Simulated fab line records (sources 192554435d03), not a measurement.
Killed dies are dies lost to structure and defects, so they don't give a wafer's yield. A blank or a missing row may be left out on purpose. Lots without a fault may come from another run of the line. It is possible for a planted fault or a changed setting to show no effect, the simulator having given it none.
fab line records	flow n5_finfet
record: lots: 24	wafers: 72	last_day: 17
route steps=1938 shown ZERO_LAYER@13 FIN_SAQP@138 STI_FIN_REVEAL@191 DUMMY_GATE@233
lots that met no fault: taken from a fault-free run of the same line
start_h: the number of hours between the record's first day and the start of the first shown wafer of the lot	wait_h: time in hours since the lot's previous step	" same as the row above	L1.1+2: several wafers, shown together as one row	- value missing, or start not given	* or withheld: withheld	< > ~ a bound
route shown NAME@n: NAME is a module with steps in the file, n the number in the route of the first one	usual: mean and standard deviation over wafers with no fault	same: alike in all rows	chamber/n: place in a boat	sites: readings site by site	_std_site: standard deviation across them	_edge_site: inner sites' mean taken away from outer sites' mean	radius_mm: how far each site lies from the wafer's centre	mask NAME#n: copy n	behind: the most recent tool/chamber to have shaped the wafer	hold: the reason the lot was held/the length of the hold in hours/how it ended	device: which transistor (n, p or np) failed to switch	end of line: tests of these same wafers at the route's end	a step given without rows: its recipe and nothing more	killed: count of dies lost to structure and defects at first sort (not the wafer's yield)	map: a wafer's dies, x killed, . not, _ none there
set.NAME: the run value of the setting; set.NAME@STEP: its run value at that earlier step	model.NAME: the simulator's own value behind a step, which no gauge read
the route's steps for a sample of lots (tables are steps, rows are wafers)
services: the hour from which a tool's chamber was out of use, counted from the record's first day as start_h (under 0 if before that day), plus the number of hours and why
== steps ==
step: N5_ZERO_LAYER_CD_MEAS_11
recipe: target_cd_nm: 2000	landing_energy_ev: 500	detector: se_inlens
usual: cd_nm: 2000.2/2
same: landing_energy_ev: 500
lot.wafer	tool	chamber	start_h	wait_h	cd_nm
L074.1	cd_sem-03	0	12.77	-	2001.0
L074.2	"	0	"	"	2001.7
L074.5	"	0	"	"	2003.0
L075.1	cd_sem-03	0	18.64	-	1996.5
L075.2	"	0	"	"	1998.4
L075.3	"	0	"	"	1998.9
L076.1	cd_sem-01	0	24.77	-	1998.1
L076.2	"	0	"	"	2001.9
L076.4	"	0	"	"	2000.9
L077.2	cd_sem-01	0	30.64	-	2000.3
L077.3	"	0	"	"	1999.5
L077.5	"	0	"	"	1997.2
L078.2	cd_sem-01	0	36.64	-	1999.9
L078.3	"	0	"	"	2001.7
L078.6	"	0	"	"	2001.4
L079.1	cd_sem-02	0	42.66	-	1996.6
L079.4	"	0	"	"	1998.8
L079.6	"	0	"	"	1998.9
L080.4	cd_sem-03	0	48.77	-	2002.2
L080.5	"	0	"	"	2005.9
L080.6	"	0	"	"	2003.0
L081.3	cd_sem-03	0	54.77	-	1999.0
L081.4	"	0	"	"	1996.4
L081.5	"	0	"	"	2001.7
L082.1	cd_sem-03	0	60.64	-	2000.2
L082.2	"	0	"	"	1997.6
L082.6	"	0	"	"	1999.9
L083.2	cd_sem-01	0	66.64	-	2002.9
L083.4	"	0	"	"	2002.0
L083.6	"	0	"	"	2000.2
L084.1	cd_sem-03	0	72.64	-	1997.8
L084.2	"	0	"	"	1996.2
L084.6	"	0	"	"	2000.0
L085.1	cd_sem-02	0	78.66	-	1997.9
L085.5	"	0	"	"	1995.2
L085.6	"	0	"	"	1994.4
L086.1	cd_sem-03	0	84.77	-	2004.1
L086.2	"	0	"	"	2000.9
L086.4	"	0	"	"	2001.6
L087.1	cd_sem-03	0	90.64	-	2001.3
L087.5	"	0	"	"	1999.7
L087.6	"	0	"	"	2001.3
L088.1	cd_sem-01	0	96.66	-	1999.2
L088.4	"	0	"	"	2001.4
L088.5	"	0	"	"	2001.3
L089.1	cd_sem-01	0	102.79	-	1999.3
L089.3	"	0	"	"	2000.7
L089.4	"	0	"	"	2000.7
L090.3	cd_sem-01	0	108.64	-	2003.4
L090.5	"	0	"	"	1999.9
L090.6	"	0	"	"	2000.3
L091.1	cd_sem-03	0	114.77	-	1999.0
L091.4	"	0	"	"	1997.6
L091.5	"	0	"	"	2000.5
L092.2	cd_sem-01	0	120.66	-	2001.8
L092.4	"	0	"	"	2001.2
L092.6	"	0	"	"	2002.9
L093.1	cd_sem-03	0	126.66	-	1999.9
L093.4	"	0	"	"	2004.7
L093.6	"	0	"	"	1999.4
L094.1	cd_sem-03	0	132.64	-	2000.2
L094.2	"	0	"	"	2001.5
L094.6	"	0	"	"	1996.7
L095.3	cd_sem-02	0	138.95	-	1999.8
L095.5	"	0	"	"	2001.3
L095.6	"	0	"	"	1998.5
L096.1	cd_sem-01	0	144.64	-	2002.2
L096.4	"	0	"	"	1999.4
L096.6	"	0	"	"	2001.6
L097.1	cd_sem-02	0	150.64	-	2000.8
L097.2	"	0	"	"	1999.7
L097.3	"	0	"	"	2000.4
step: N5_ZERO_LAYER_ETCH_18
recipe: chemistry: HBr/Cl2	target: Si	target_depth_a: 1200	time_s: 40	pressure_mtorr: 10	icp_w: 800	bias_w: 75	HBr_flow_sccm: 150	Cl2_flow_sccm: 80
usual: drypump_motor_current_A: 5.8/0.48	oes_product_au: 1.005/0.016	throttle_valve_pct: 36.31/0.3
lot.wafer	tool	chamber	start_h	wait_h	drypump_motor_current_A	oes_product_au	rf_hours_counter_h	throttle_valve_pct
L074.1	rie_si-01	1	12.92	0.0	5.8	0.987	65	35.37
L074.2	"	2	"	"	6.5	1.012	23	36.20
L074.5	"	1	"	"	5.8	0.995	-	35.39
L075.1	rie_si-06	3	18.79	0.0	6.1	0.990	50	36.52
L075.2	"	1	"	"	6.1	1.031	58	36.10
L075.3	"	0	"	"	5.2	1.004	166	36.42
L076.1	rie_si-06	0	25.03	0.0	5.2	1.008	166	36.41
L076.2	"	2	"	"	5.5	0.998	30	36.60
L076.4	"	1	"	"	6.1	1.033	58	36.09
L077.2	rie_si-05	0	30.79	0.0	6.4	0.996	110	36.33
L077.3	"	1	"	"	5.0	1.002	57	36.25
L077.5	"	3	"	"	5.2	1.008	-	36.21
L078.2	rie_si-01	0	36.79	0.0	6.1	0.996	169	36.64
L078.3	"	2	"	"	6.5	1.008	24	36.20
L078.6	"	1	"	"	5.8	0.998	-	35.38
L079.1	rie_si-05	0	43.08	0.0	6.4	0.999	110	36.31
L079.4	"	1	"	"	5.0	1.014	58	36.23
L079.6	"	1	"	"	5.0	1.022	-	36.23
L080.4	rie_si-06	2	48.91	0.0	5.5	0.999	31	36.59
L080.5	"	1	"	"	6.1	1.034	-	36.09
L080.6	"	0	"	"	5.2	1.005	-	36.41
L081.3	rie_si-05	2	55.34	0.0	6.4	0.986	92	36.27
L081.4	"	0	"	"	6.4	1.003	110	36.33
L081.5	"	2	"	"	6.4	0.990	-	36.27
L082.1	rie_si-01	2	60.83	0.0	6.5	1.014	24	36.21
L082.2	"	0	"	"	6.1	1.001	170	36.63
L082.6	"	3	"	"	5.9	0.994	-	36.49
L083.2	rie_si-01	0	66.80	0.1	6.1	0.994	170	36.63
L083.4	"	1	"	"	5.8	0.988	66	35.37
L083.6	"	2	"	"	6.5	1.008	-	36.21
L084.1	rie_si-06	1	72.80	0.1	6.1	1.044	59	36.11
L084.2	"	0	"	"	5.2	1.001	167	36.42
L084.6	"	1	"	"	6.1	1.028	-	36.12
L085.1	rie_si-05	3	78.81	0.0	5.2	1.005	6	36.22
L085.5	"	2	"	"	6.4	0.981	-	36.27
L085.6	"	3	"	"	5.2	1.017	-	36.25
L086.1	rie_si-06	0	85.19	0.0	5.2	1.010	167	36.42
L086.2	"	3	"	"	6.1	0.989	52	36.52
L086.4	"	1	"	"	6.1	1.032	59	36.11
L087.1	rie_si-06	3	90.95	0.0	6.1	0.993	52	36.53
L087.5	"	3	"	"	6.1	0.991	-	36.52
L087.6	"	2	"	"	5.5	0.987	-	36.60
L088.1	rie_si-06	2	96.80	0.0	5.5	0.988	32	36.59
L088.4	"	0	"	"	5.2	1.008	168	36.41
L088.5	"	1	"	"	6.1	1.038	-	36.09
L089.1	rie_si-05	2	102.94	0.0	6.4	0.983	93	36.24
L089.3	"	3	"	"	5.2	1.006	6	36.21
L089.4	"	0	"	"	6.4	1.008	111	36.31
L090.3	rie_si-01	2	108.79	0.0	6.6	1.012	25	36.22
L090.5	"	3	"	"	5.8	0.995	-	36.49
L090.6	"	0	"	"	6.1	0.987	-	36.63
L091.1	rie_si-06	3	114.91	0.0	6.1	0.990	52	36.51
L091.4	"	2	"	"	5.5	0.998	32	36.60
L091.5	"	1	"	"	6.1	1.037	-	36.10
L092.2	rie_si-06	1	120.80	0.0	6.1	1.036	60	36.10
L092.4	"	2	"	"	5.5	0.989	32	36.58
L092.6	"	0	"	"	5.2	1.017	-	36.41
L093.1	rie_si-06	2	126.93	0.0	5.5	0.994	32	36.60
L093.4	"	1	"	"	6.1	1.028	60	36.09
L093.6	"	2	"	"	5.5	0.997	-	36.60
L094.1	rie_si-06	1	132.79	0.0	6.1	1.036	60	36.09
L094.2	"	2	"	"	5.5	0.989	32	36.61
L094.6	"	2	"	"	5.5	0.989	-	36.59
L095.3	rie_si-05	2	139.10	0.0	6.5	0.986	94	36.25
L095.5	"	3	"	"	5.2	1.003	-	36.22
L095.6	"	0	"	"	6.4	0.999	-	36.32
L096.1	rie_si-06	0	145.15	0.0	5.2	1.008	169	36.41
L096.4	"	1	"	"	6.1	1.034	61	36.10
L096.6	"	0	"	"	5.2	1.009	-	36.42
L097.1	rie_si-01	3	150.79	0.0	5.8	0.998	2	36.48
L097.2	"	0	"	"	6.1	0.996	171	36.65
L097.3	"	2	"	"	6.5	1.014	26	36.21
step: N5_FIN_SAQP_SPACER2_ALD_28
recipe: material: SiO2	target_thk_a: 81	temp_c: 300	ald_precursor_family: BDEAS	ald_co_reactant: O2-plasma	pulse_time_s: 1	purge_time_s: 2	co_reactant_purge_time_s: 2	pressure_torr: 2
usual: heater_power_w: 472/41	precursor_pulse_height_rel: 1.002/0.02
lot.wafer	tool	chamber	start_h	wait_h	heater_power_w	precursor_pulse_height_rel
L074.1	ald_sin-02	2	25.98	0.1	477	0.991
L074.2	"	1	"	"	530	0.991
L074.5	"	1	"	"	509	1.004
L075.1	ald_sin-04	1	30.72	0.1	488	1.033
L075.2	"	0	"	"	472	0.991
L075.3	"	2	"	"	469	0.999
L076.1	ald_sin-02	3	37.54	0.5	401	0.994
L076.2	"	1	"	"	519	1.037
L076.4	"	0	"	"	406	0.984
L077.2	ald_sin-03	2	43.52	0.1	477	0.989
L077.3	"	1	"	"	496	1.020
L077.5	"	1	"	"	510	1.010
L078.2	ald_sin-04	3	49.77	0.1	447	0.994
L078.3	"	0	"	"	471	0.991
L078.6	"	2	"	"	492	0.956
L079.1	ald_sin-03	2	55.73	0.1	491	0.985
L079.4	"	1	"	"	505	1.010
L079.6	"	1	"	"	512	0.980
L080.4	ald_sin-03	3	60.57	0.1	531	1.034
L080.5	"	2	"	"	476	0.982
L080.6	"	1	"	"	496	1.016
L081.3	ald_sin-03	2	67.30	0.1	490	1.009
L081.4	"	1	"	"	500	1.010
L081.5	"	1	"	"	510	1.005
L082.1	ald_sin-03	3	75.28	0.1	515	1.007
L082.2	"	2	"	"	484	0.967
L082.6	"	0	"	"	428	1.004
L083.2	ald_sin-03	3	80.47	0.1	500	1.049
L083.4	"	1	"	"	505	1.033
L083.6	"	2	"	"	493	1.004
L084.1	ald_sin-03	2	85.78	0.1	483	0.999
L084.2	"	0	"	"	424	0.974
L084.6	"	2	"	"	477	1.029
L085.1	ald_sin-03	2	95.55	1.5	483	1.010
L085.5	"	0	"	"	428	0.966
L085.6	"	3	"	"	520	1.015
L086.1	ald_sin-02	3	102.03	1.9	406	0.961
L086.2	"	2	"	"	502	1.001
L086.4	"	1	"	"	527	1.025
L087.1	ald_sin-03	0	106.86	0.1	428	1.009
L087.5	"	3	"	"	531	0.987
L087.6	"	0	"	"	433	1.027
L088.1	ald_sin-04	1	113.50	0.1	490	1.008
L088.4	"	2	"	"	476	1.026
L088.5	"	2	"	"	453	0.985
L089.1	ald_sin-02	2	117.60	0.1	473	0.997
L089.3	"	0	"	"	427	1.021
L089.4	"	1	"	"	519	0.985
L090.3	ald_sin-02	2	123.00	0.1	478	0.974
L090.5	"	2	"	"	481	0.988
L090.6	"	1	"	"	529	1.000
L091.1	ald_sin-02	1	126.92	0.1	522	1.007
L091.4	"	1	"	"	523	0.981
L091.5	"	2	"	"	487	0.994
L092.2	ald_sin-04	2	132.77	0.1	478	0.981
L092.4	"	1	"	"	480	0.987
L092.6	"	1	"	"	489	0.979
L093.1	ald_sin-02	2	141.29	0.1	482	0.981
L093.4	"	1	"	"	516	1.000
L093.6	"	2	"	"	480	0.998
L094.1	ald_sin-02	0	145.95	0.4	413	0.991
L094.2	"	3	"	"	394	1.000
L094.6	"	3	"	"	392	0.995
L095.3	ald_sin-02	3	153.94	0.1	386	1.010
L095.5	"	2	"	"	487	1.009
L095.6	"	1	"	"	531	0.989
L096.1	ald_sin-03	1	156.40	0.1	513	1.019
L096.4	"	0	"	"	427	1.006
L096.6	"	3	"	"	522	0.986
L097.1	ald_sin-02	2	166.87	0.1	477	1.000
L097.2	"	0	"	"	422	1.026
L097.3	"	3	"	"	398	1.023
step: N5_STI_FIN_REVEAL_STRIP_24
recipe: chemistry: N2/H2	time_s: 90	power_w: 100	temp_c: 40	pressure_mtorr: 100	rf_frequency_hz: 6e+07	bias_power_w: 3	n2_flow_sccm: 300	h2_flow_sccm: 300
usual: bias_power_w: 3.000/0.009	drypump_motor_current_A: 6.0/0.47	oes_product_au: 0.76/0.079	rf_vpp_V: 45.3/0.91	showerhead_plenum_p_Torr: 3.36/0.092	throttle_valve_pct: 12.20/0.25
lot.wafer	tool	chamber	start_h	wait_h	bias_power_w	drypump_motor_current_A	oes_product_au	rf_hours_counter_h	rf_vpp_V	showerhead_plenum_p_Torr	throttle_valve_pct
L074.1	rie_diel-05	0	34.39	0.0	3.000	5.9	0.71	192	43.0	3.24	12.22
L074.2	"	2	"	"	3.001	6.0	0.72	193	43.9	3.23	12.43
L074.5	"	1	"	"	3.005	5.0	0.76	-	46.0	3.38	12.08
L075.1	rie_diel-05	2	39.21	0.0	2.998	6.0	0.72	195	44.8	3.23	12.44
L075.2	"	1	"	"	3.005	5.0	0.75	147	45.5	3.38	12.08
L075.3	"	3	"	"	3.002	6.1	0.74	181	45.5	3.48	11.99
L076.1	rie_diel-04	0	46.75	0.0	3.002	6.6	0.72	170	46.0	3.50	12.05
L076.2	"	3	"	"	3.004	6.1	0.86	69	46.5	3.29	11.90
L076.4	"	1	"	"	3.005	6.1	0.73	178	45.9	3.50	12.07
L077.2	rie_diel-03	2	52.66	0.0	2.990	6.0	0.74	181	45.4	3.49	12.71
L077.3	"	1	"	"	2.994	6.6	0.96	14	45.6	3.33	11.78
L077.5	"	0	"	"	2.993	5.3	0.76	-	45.6	3.36	12.20
L078.2	rie_diel-05	1	58.80	0.0	2.991	5.0	0.75	154	46.1	3.38	12.09
L078.3	"	2	"	"	3.013	6.0	0.71	202	45.7	3.22	12.48
L078.6	"	1	"	"	2.997	5.0	0.74	-	46.8	3.38	12.09
L079.1	rie_diel-03	3	64.06	0.0	3.011	5.5	1.01	0	46.0	3.34	11.97
L079.4	"	0	"	"	3.000	5.4	0.75	149	46.4	3.36	12.23
L079.6	"	2	"	"	3.002	6.0	0.74	-	46.2	3.49	12.72
L080.4	rie_diel-05	3	68.94	0.0	2.990	6.2	0.73	192	45.3	3.47	12.04
L080.5	"	1	"	"	2.980	5.0	0.75	-	45.5	3.38	12.11
L080.6	"	0	"	"	3.000	5.9	0.70	-	45.3	3.23	12.24
L081.3	rie_diel-04	0	76.08	0.0	3.004	6.6	0.71	180	46.7	3.49	12.06
L081.4	"	3	"	"	2.988	6.1	0.84	78	45.6	3.28	11.93
L081.5	"	0	"	"	3.002	6.6	0.71	-	45.5	3.49	12.07
L082.1	rie_diel-04	2	83.63	0.0	2.996	6.4	0.73	176	44.6	3.37	12.46
L082.2	"	3	"	"	2.980	6.1	0.83	81	44.8	3.28	11.94
L082.6	"	0	"	"	2.995	6.6	0.71	-	43.7	3.49	12.05
L083.2	rie_diel-05	1	89.40	0.0	3.005	5.0	0.74	164	45.5	3.37	12.13
L083.4	"	0	"	"	2.994	5.9	0.68	209	47.3	3.23	12.27
L083.6	"	2	"	"	2.998	6.0	0.70	-	44.4	3.22	12.50
L084.1	rie_diel-04	3	93.99	0.0	3.002	6.0	0.83	84	46.5	3.28	11.95
L084.2	"	1	"	"	3.002	6.1	0.72	195	45.4	3.49	12.10
L084.6	"	0	"	"	2.989	6.6	0.71	-	46.4	3.49	12.09
L085.1	rie_diel-05	1	104.11	0.0	2.991	5.0	0.73	170	45.3	3.37	12.13
L085.5	"	0	"	"	2.996	5.8	0.69	-	45.5	3.22	12.26
L085.6	"	1	"	"	2.989	5.0	0.75	-	46.5	3.37	12.14
L086.1	rie_diel-05	2	110.70	0.0	2.994	6.0	0.69	221	45.5	3.22	12.52
L086.2	"	0	"	"	2.998	5.9	0.69	217	45.7	3.22	12.28
L086.4	"	3	"	"	2.995	6.2	0.72	208	46.0	3.46	12.07
L087.1	rie_diel-03	0	115.16	0.0	3.008	5.4	0.75	165	45.5	3.35	12.24
L087.5	"	0	"	"	3.005	5.4	0.75	-	45.1	3.35	12.26
L087.6	"	1	"	"	2.986	6.6	0.90	-	45.8	3.32	11.83
L088.1	rie_diel-04	1	122.05	0.0	2.983	6.1	0.70	205	44.2	3.48	12.11
L088.4	"	2	"	"	3.002	6.4	0.72	189	47.1	3.36	12.50
L088.5	"	3	"	"	3.002	6.1	0.82	-	45.2	3.27	11.96
L089.1	rie_diel-04	3	125.84	0.0	2.995	6.1	0.82	97	44.9	3.27	11.98
L089.3	"	2	"	"	2.991	6.4	0.72	191	45.1	3.36	12.51
L089.4	"	0	"	"	3.003	6.6	0.70	201	45.0	3.48	12.10
L090.3	rie_diel-03	1	131.41	0.0	3.014	6.6	0.89	41	44.5	3.31	11.85
L090.5	"	1	"	"	3.027	6.6	0.89	-	44.7	3.31	11.86
L090.6	"	0	"	"	3.001	5.4	0.73	-	45.3	3.34	12.27
L091.1	rie_diel-05	2	135.11	0.0	3.010	6.0	0.70	228	46.9	3.21	12.52
L091.4	"	0	"	"	3.006	5.9	0.68	224	44.7	3.22	12.28
L091.5	"	0	"	"	3.009	5.8	0.68	-	45.5	3.22	12.31
L092.2	rie_diel-04	1	143.00	0.0	2.998	6.1	0.70	213	47.3	3.48	12.14
L092.4	"	2	"	"	3.000	6.4	0.71	-	45.3	3.36	12.53
L092.6	"	3	"	"	3.001	6.1	0.82	-	43.7	3.27	11.99
L093.1	rie_diel-03	2	151.34	0.0	2.995	5.9	0.73	211	46.5	3.48	12.78
L093.4	"	1	"	"	3.002	6.6	0.88	47	44.4	3.31	11.88
L093.6	"	1	"	"	3.016	6.6	0.89	-	45.9	3.31	11.84
L094.1	rie_diel-03	1	154.41	0.0	3.014	6.6	0.88	49	45.1	3.31	11.87
L094.2	"	0	"	"	3.007	5.3	0.73	179	45.1	3.34	12.28
L094.6	"	0	"	"	3.013	5.4	0.73	-	45.0	3.34	12.28
L095.3	rie_diel-03	3	162.49	0.0	2.995	5.5	0.92	33	44.4	3.32	12.07
L095.5	"	3	"	"	2.997	5.5	0.92	-	44.2	3.32	12.05
L095.6	"	2	"	"	3.006	6.0	0.72	-	45.4	3.47	12.81
L096.1	rie_diel-04	2	164.93	0.0	3.019	6.4	0.70	207	45.9	3.35	12.56
L096.4	"	2	"	"	3.009	6.4	0.71	-	45.0	3.35	12.53
L096.6	"	3	"	"	2.990	6.1	0.81	-	44.1	3.26	12.01
L097.1	rie_diel-04	2	175.94	0.0	3.007	6.4	0.71	212	44.3	3.35	12.57
L097.2	"	1	"	"	3.009	6.1	0.69	228	46.5	3.47	12.19
L097.3	"	3	"	"	3.002	6.1	0.81	118	44.8	3.26	12.03
step: N5_STI_FIN_REVEAL_ETCH_34
recipe: chemistry: H2	mode: isotropic	material: Si	target: Si	target_depth_a: 9.7	temp_c: 20	pressure_mtorr: 4.5	icp_w: 300	bias_w: 0	h2_flow_sccm: 7.5	he_flow_sccm: 142.5
usual: drypump_motor_current_A: 5.9/0.52	he_flow_sccm: 142.5/0.41	oes_product_au: 1.000/0.012	throttle_valve_pct: 25.7/0.38
lot.wafer	tool	chamber	start_h	wait_h	drypump_motor_current_A	he_flow_sccm	oes_product_au	rf_hours_counter_h	throttle_valve_pct
L074.1	rie_si-06	3	36.70	0.2	6.1	142.7	0.996	51	25.9
L074.2	"	0	"	"	5.2	142.7	1.004	167	26.5
L074.5	"	1	"	"	6.1	141.9	1.027	-	25.4
L075.1	rie_si-01	1	41.52	0.2	5.8	142.8	0.993	66	25.0
L075.2	"	0	"	"	6.1	142.1	0.994	169	25.9
L075.3	"	3	"	"	5.9	142.2	0.997	0	26.1
L076.1	rie_si-01	1	49.06	0.2	5.8	142.2	0.991	66	25.0
L076.2	"	2	"	"	6.5	142.7	1.014	24	25.3
L076.4	"	3	"	"	5.8	142.6	0.990	0	26.1
L077.2	rie_si-01	1	55.11	0.1	5.8	142.9	0.993	66	25.0
L077.3	"	2	"	"	6.5	142.5	1.023	24	25.3
L077.5	"	3	"	"	5.8	141.9	0.995	-	26.1
L078.2	rie_si-06	0	61.10	0.1	5.2	143.1	0.999	167	26.5
L078.3	"	1	"	"	6.1	142.1	1.039	59	25.4
L078.6	"	0	"	"	5.2	142.9	0.999	-	26.5
L079.1	rie_si-05	0	66.37	0.2	6.4	142.5	1.002	110	25.8
L079.4	"	2	"	"	6.4	143.4	0.992	92	25.6
L079.6	"	2	"	"	6.4	142.7	0.981	-	25.6
L080.4	rie_si-01	3	71.30	0.1	5.8	143.3	0.998	1	26.1
L080.5	"	3	"	"	5.8	142.1	0.989	-	26.1
L080.6	"	2	"	"	6.5	141.4	1.004	-	25.3
L081.3	rie_si-01	1	78.49	0.1	5.8	142.1	0.990	66	25.0
L081.4	"	0	"	"	6.1	143.2	1.001	170	25.9
L081.5	"	2	"	"	6.5	142.7	1.020	-	25.3
L082.1	rie_si-05	2	85.94	0.2	6.4	142.0	0.983	93	25.6
L082.2	"	1	"	"	5.1	143.3	1.015	58	25.7
L082.6	"	2	"	"	6.4	142.2	0.975	-	25.6
L083.2	rie_si-05	1	91.70	0.1	5.0	142.9	1.014	58	25.7
L083.4	"	0	"	"	6.4	142.6	1.003	111	25.8
L083.6	"	3	"	"	5.2	141.9	1.006	-	25.8
L084.1	rie_si-01	2	96.82	0.2	6.5	142.5	1.013	25	25.3
L084.2	"	1	"	"	5.8	142.4	0.996	67	25.0
L084.6	"	2	"	"	6.5	142.7	1.016	-	25.3
L085.1	rie_si-01	3	106.45	0.2	5.9	142.4	0.996	1	26.1
L085.5	"	2	"	"	6.5	142.3	1.026	-	25.3
L085.6	"	1	"	"	5.8	142.9	0.992	-	25.0
L086.1	rie_si-05	2	113.00	0.2	6.5	141.9	0.979	93	25.6
L086.2	"	3	"	"	5.2	142.0	1.001	7	25.8
L086.4	"	1	"	"	5.0	142.4	0.998	59	25.7
L087.1	rie_si-05	1	117.46	0.2	5.0	142.4	1.003	59	25.7
L087.5	"	1	"	"	5.1	142.7	1.004	-	25.7
L087.6	"	0	"	"	6.4	141.9	0.994	-	25.8
L088.1	rie_si-05	3	124.39	0.2	5.2	143.1	0.998	7	25.8
L088.4	"	0	"	"	6.4	142.7	1.013	112	25.8
L088.5	"	1	"	"	5.0	142.0	1.008	-	25.7
L089.1	rie_si-06	2	128.15	0.2	5.5	143.0	0.996	32	26.2
L089.3	"	3	"	"	6.1	142.8	0.999	52	25.9
L089.4	"	0	"	"	5.2	142.4	0.997	168	26.5
L090.3	rie_si-01	1	133.77	0.1	5.8	142.4	0.996	67	25.0
L090.5	"	2	"	"	6.5	142.7	0.999	-	25.3
L090.6	"	1	"	"	5.8	141.5	0.991	-	25.0
L091.1	rie_si-01	0	137.42	0.2	6.1	142.1	0.995	171	25.9
L091.4	"	1	"	"	5.8	142.6	0.999	67	25.0
L091.5	"	0	"	"	6.1	142.2	0.993	-	25.9
L092.2	rie_si-05	2	145.41	0.1	6.4	142.4	0.982	94	25.6
L092.4	"	0	"	"	6.4	143.0	0.998	112	25.8
L092.6	"	2	"	"	6.4	142.4	0.982	-	25.6
L093.1	rie_si-06	0	153.70	0.2	5.2	142.8	1.003	169	26.5
L093.4	"	1	"	"	6.1	143.1	1.036	61	25.4
L093.6	"	1	"	"	6.1	142.4	1.047	-	25.4
L094.1	rie_si-05	1	156.72	0.2	5.0	142.2	1.000	60	25.7
L094.2	"	0	"	"	6.4	142.8	0.990	112	25.8
L094.6	"	3	"	"	5.2	142.3	0.995	-	25.8
L095.3	rie_si-05	2	164.80	0.1	6.4	142.5	0.985	94	25.6
L095.5	"	2	"	"	6.4	142.7	0.985	-	25.6
L095.6	"	3	"	"	5.2	143.5	1.005	-	25.8
L096.1	rie_si-01	2	167.24	0.2	6.5	143.1	1.013	26	25.3
L096.4	"	0	"	"	6.1	142.7	0.999	172	25.9
L096.6	"	2	"	"	6.5	142.5	1.026	-	25.3
L097.1	rie_si-05	0	178.27	0.2	6.4	142.7	0.994	113	25.8
L097.2	"	1	"	"	5.0	141.4	1.004	60	25.7
L097.3	"	2	"	"	6.4	142.3	0.981	95	25.6
step: N5_DUMMY_GATE_INSPECT_17
recipe: mode: adi	inspect_instrument: brightfield
usual: raw_defect_count: 194/47
lot.wafer	tool	chamber	start_h	wait_h	raw_defect_count
L074.1	defect_inspect-01	-	46.43	0.1	362
L074.2	"	-	"	"	346
L074.5	"	-	"	"	261
L075.1	defect_inspect-01	-	50.85	0.1	229
L075.2	"	-	"	"	263
L075.3	"	-	"	"	214
L076.1	defect_inspect-02	-	60.43	0.1	163
L076.2	"	-	"	"	138
L076.4	"	-	"	"	163
L077.2	defect_inspect-01	-	64.63	0.0	171
L077.3	"	-	"	"	315
L077.5	"	-	"	"	158
L078.2	defect_inspect-01	-	70.77	0.0	186
L078.3	"	-	"	"	196
L078.6	"	-	"	"	223
L079.1	defect_inspect-02	-	76.19	0.1	205
L079.4	"	-	"	"	178
L079.6	"	-	"	"	141
L080.4	defect_inspect-01	-	81.90	0.0	198
L080.5	"	-	"	"	199
L080.6	"	-	"	"	235
L081.3	defect_inspect-01	-	88.28	0.0	224
L081.4	"	-	"	"	146
L081.5	"	-	"	"	122
L082.1	defect_inspect-01	-	95.24	0.1	182
L082.2	"	-	"	"	148
L082.6	"	-	"	"	181
L083.2	defect_inspect-01	-	101.20	0.1	172
L083.4	"	-	"	"	125
L083.6	"	-	"	"	203
L084.1	defect_inspect-02	-	106.26	0.1	166
L084.2	"	-	"	"	242
L084.6	"	-	"	"	211
L085.1	defect_inspect-02	-	115.73	0.1	180
L085.5	"	-	"	"	182
L085.6	"	-	"	"	160
L086.1	defect_inspect-01	-	122.30	0.1	221
L086.2	"	-	"	"	164
L086.4	"	-	"	"	222
L087.1	defect_inspect-01	-	126.73	0.1	164
L087.5	"	-	"	"	157
L087.6	"	-	"	"	155
L088.1	defect_inspect-02	-	133.65	0.1	214
L088.4	"	-	"	"	197
L088.5	"	-	"	"	218
L089.1	defect_inspect-01	-	137.44	0.1	210
L089.3	"	-	"	"	225
L089.4	"	-	"	"	181
L090.3	defect_inspect-01	-	143.08	0.0	207
L090.5	"	-	"	"	255
L090.6	"	-	"	"	207
L091.1	defect_inspect-02	-	146.69	0.1	230
L091.4	"	-	"	"	284
L091.5	"	-	"	"	201
L092.2	defect_inspect-01	-	156.80	0.1	229
L092.4	"	-	"	"	225
L092.6	"	-	"	"	173
L093.1	defect_inspect-02	-	162.96	0.1	248
L093.4	"	-	"	"	159
L093.6	"	-	"	"	200
L094.1	defect_inspect-01	-	166.06	0.1	179
L094.2	"	-	"	"	150
L094.6	"	-	"	"	192
L095.3	defect_inspect-02	-	174.10	0.0	219
L095.5	"	-	"	"	155
L095.6	"	-	"	"	185
L096.1	defect_inspect-02	-	176.95	0.1	128
L096.4	"	-	"	"	178
L096.6	"	-	"	"	144
L097.1	defect_inspect-02	-	188.80	0.1	192
L097.2	"	-	"	"	197
L097.3	"	-	"	"	174
== services ==
tool	chamber	start_h	hours	kind
ald_sin-03	-	-5.35	14.0	pm
rie_diel-03	0	5.82	4.5	repair
rie_si-05	0	9.52	1.0	repair
rie_diel-03	1	11.62	21.1	repair
rie_si-01	1	11.81	0.9	repair
ald_sin-03	-	15.42	1.7	repair
ald_sin-04	2	15.67	2.9	repair
rie_si-06	0	22.76	1.5	repair
rie_diel-05	0	37.87	5.3	repair
ald_sin-03	3	41.01	7.4	repair
ald_sin-04	1	44.29	13.1	repair
ald_sin-02	0	52.12	9.3	repair
ald_sin-04	-	80.53	2.8	pm
rie_diel-03	-	95.44	6.3	repair
rie_diel-04	1	111.29	4.4	repair
rie_si-05	-	127.91	2.8	pm
rie_si-06	3	128.35	1.9	repair
ald_sin-03	2	129.97	7.7	repair
rie_diel-04	0	137.60	42.6	repair
ald_sin-04	-	147.83	1.5	repair
rie_si-06	-	154.13	28.1	pm
rie_si-01	-	165.90	0.2	repair
rie_diel-05	-	172.74	15.6	pm
ald_sin-02	-	176.75	14.0	pm
== key ==
fault none
